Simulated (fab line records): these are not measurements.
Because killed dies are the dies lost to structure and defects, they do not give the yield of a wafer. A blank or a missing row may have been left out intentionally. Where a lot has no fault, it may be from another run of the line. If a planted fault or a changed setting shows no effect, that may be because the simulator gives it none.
Split-lot experiment ; flow n5Finfet ; 39 wafers read across 7 lots, on a route 1938 steps long

## ABOUT THE SPLIT
At N5_FIN_SAQP_HM_DEP_03 (deposits SiNx from SiH4/NH3/N2, target thk 38 nm, time 33.6 s), the setting timeS was moved away from the recipe's 33.6 s on 6 of the 39 wafers read, by -12.3% to +11.3%. For the rest of the wafers, this setting stayed at what the recipe calls for.

## FROM THE SPLIT TO THE READING: what the file shows between them, 11 steps
- N5_FIN_SAQP_THK_MEAS_05
- N5_FIN_SAQP_MANDREL_ETCH_22: etches a-Si in HBr/Cl2, stops on SiNx, target depth 60 nm, bt time 10 s, time 30 s (also split here: overEtchFrac)
- N5_FIN_SAQP_STRIP_55: strips in N2/H2
- N5_FIN_SAQP_STRIP_23: strips in SPM, time 750 s
- N5_FIN_SAQP_SPACER2_ALD_28: deposits SiO2, target thk 8.1 nm, pulse time 1 s, purge time 2 s
- N5_FIN_SAQP_SPACER2_ETCHBACK_29: etches SiO2 in CHF3/O2, target depth 12.2 nm, time 6.1 s
- N5_FIN_SAQP_MANDREL2_REMOVE_60: chemistry HBr/Cl2/O2, target a-Si, stops on SiNx, bt time 10 s
- N5_FIN_SAQP_HM_OPEN_33: chemistry CH3F/O2, target SiNx, target depth 49.4 nm, time 70.6 s
- N5_FIN_SAQP_ETCH_34: etches SiO2 in C4F6/O2, target depth 45 nm, time 15 s
- N5_FIN_SAQP_STRIP_77: strips in N2/H2, time 90 s
- N5_FIN_SAQP_ETCH_64: etches SiO2 in CF4, target depth 1.5 nm

## THE READING
SiNx_of_FIN_SAQP_HM_DEP_03.thkNm (the simulator's own value, which no gauge read), in nm, at N5_FIN_SAQP_FIN_ETCH_36 (etches the open film in HBr/Cl2/O2, target depth 120 nm, time 50.4 s). The file does not state a usual value for it. Here, 33 wafers ran the recipe; their average is 21.4 nm with a standard deviation of 0.58 nm.

wafer;tool, chamber at the split;timeS as run, s;against the recipe;SiNx_of_FIN_SAQP_HM_DEP_03.thkNm, nm;against lot-mates on the recipe
L075.1;pecvd-04, 0;33.6;recipe;21.8;-
L075.4;pecvd-04, 2;33.6;recipe;21.8;-
L075.2;pecvd-04, 2;33.6;recipe;21.6;-
L075.3;pecvd-04, 1;33.6;recipe;21.6;-
L075.5;pecvd-04, 0;33.6;recipe;22.2;-
L075.6;pecvd-04, 1;33.6;recipe;23;-
L079.1;pecvd-01, 2;29.46;-12.3%;16;-5.2
L079.2;pecvd-01, 1;33.6;recipe;20.8;-
L079.3;pecvd-01, 0;29.46;-12.3%;15.6;-5.6
L079.4;pecvd-01, 2;29.46;-12.3%;15.8;-5.4
L079.5;pecvd-01, 1;33.6;recipe;21.8;-
L079.6;pecvd-01, 0;33.6;recipe;21;-
L084.2;pecvd-04, 2;33.6;recipe;21.2;-
L084.6;pecvd-04, 2;33.6;recipe;21.2;-
L084.5;pecvd-04, 0;33.6;recipe;21.4;-
L088.1;pecvd-02, 1;33.6;recipe;21.4;-
L088.2;pecvd-02, 2;33.6;recipe;21.4;-
L088.3;pecvd-02, 0;33.6;recipe;21.8;-
L088.5;pecvd-02, 0;33.6;recipe;21.8;-
L088.4;pecvd-02, 2;33.6;recipe;22.2;-
L088.6;pecvd-02, 1;33.6;recipe;22.4;-
L089.1;pecvd-04, 1;37.38;+11.3%;25;+4.1
L089.2;pecvd-04, 0;37.38;+11.3%;25.2;+4.3
L089.3;pecvd-04, 2;37.38;+11.3%;24.2;+3.3
L089.4;pecvd-04, 0;33.6;recipe;21.2;-
L089.5;pecvd-04, 2;33.6;recipe;20.8;-
L089.6;pecvd-04, 1;33.6;recipe;20.8;-
L091.1;pecvd-04, 2;33.6;recipe;20.8;-
L091.2;pecvd-04, 0;33.6;recipe;20.6;-
L091.4;pecvd-04, 1;33.6;recipe;20.6;-
L091.5;pecvd-04, 2;33.6;recipe;20.6;-
L091.3;pecvd-04, 1;33.6;recipe;20.4;-
L091.6;pecvd-04, 0;33.6;recipe;21;-
L096.1;pecvd-01, 1,0;33.6;recipe;20.6;-
L096.2;pecvd-01, 1,0;33.6;recipe;21.2;-
L096.3;pecvd-01, 2;33.6;recipe;21.4;-
L096.4;pecvd-01, 1;33.6;recipe;21.4;-
L096.6;pecvd-01, 0;33.6;recipe;21.4;-
L096.5;pecvd-01, 2;33.6;recipe;21.6;-
The file does not say which wafer passed through which chamber wherever a row lists several chambers: such a row stands for several wafers.

FIT RESULTS
A straight line over all 39 wafers: SiNx_of_FIN_SAQP_HM_DEP_03.thkNm changes by +0.385 nm for each +1% of timeS; r = +0.94; the points scatter about the line by 0.65 nm.
The same after taking each lot's own level away (the mean of its wafers on the recipe; 39 wafers): +0.395 nm for each +1%; r = +0.98; scatter 0.4 nm.
According to that fit, moving timeS by its largest amount changes the reading by 4.9 nm.
Across the lots, their own levels run from 20.67 to 22.00 nm, a range of 2.3 times the standard deviation given above.
Hence the lot-to-lot level has little effect on the slope; both slopes agree.
Check: -4.89 nm against its lot-mates is what the line predicts for one of the wafers moved furthest among these (-12.3%) when that wafer is left out of the fit. It came out at -5.2 nm against them.

## ADDITIONAL SPLITS CARRIED BY THESE WAFERS
Other splits were also applied to these wafers ahead of the reading. Each is held against what the fit with the lots' levels taken away leaves over:
other split on the same wafers;wafers away from the commonest value;r with SiNx_of_FIN_SAQP_HM_DEP_03.thkNm (lot level and that fit taken away)
N5_FIN_SAQP_MANDREL_ETCH_22 overEtchFrac;18;-0.13

## THE WHOLE CHAIN: every reading that the file lists as answering this split, in the file's order
step;what it does;reading;change (the file's fit);r (the file's)
N5_FIN_SAQP_HM_DEP_03;deposits SiNx from SiH4/NH3/N2, target thk 38 nm, time 33.6 s;SiNx_of_FIN_SAQP_HM_DEP_03.thkNm (the simulator's own value, which no gauge read);+0.388 nm for each +1% of the setting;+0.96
N5_FIN_SAQP_THK_MEAS_05;;thkNm;withheld for each +1% of the setting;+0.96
N5_FIN_SAQP_MANDREL2_REMOVE_60;chemistry HBr/Cl2/O2, target a-Si, stops on SiNx, bt time 10 s;SiNx_of_FIN_SAQP_HM_DEP_03.thkNm (the simulator's own value, which no gauge read);+0.384 nm for each +1% of the setting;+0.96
N5_FIN_SAQP_HM_OPEN_33;chemistry CH3F/O2, target SiNx, target depth 49.4 nm, time 70.6 s;etchRfOnTimeS;withheld for each +1% of the setting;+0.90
N5_FIN_SAQP_HM_OPEN_33;chemistry CH3F/O2, target SiNx, target depth 49.4 nm, time 70.6 s;etch.depthNm (the simulator's own value, which no gauge read);+0.387 nm for each +1% of the setting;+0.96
N5_FIN_SAQP_FIN_ETCH_36;etches the open film in HBr/Cl2/O2, target depth 120 nm, time 50.4 s;SiNx_of_FIN_SAQP_HM_DEP_03.thkNm (the simulator's own value, which no gauge read);+0.395 nm for each +1% of the setting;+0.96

## FILE'S OWN FIT
SiNx_of_FIN_SAQP_HM_DEP_03.thkNm changes by +0.395 nm for each +1% of timeS, r = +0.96.
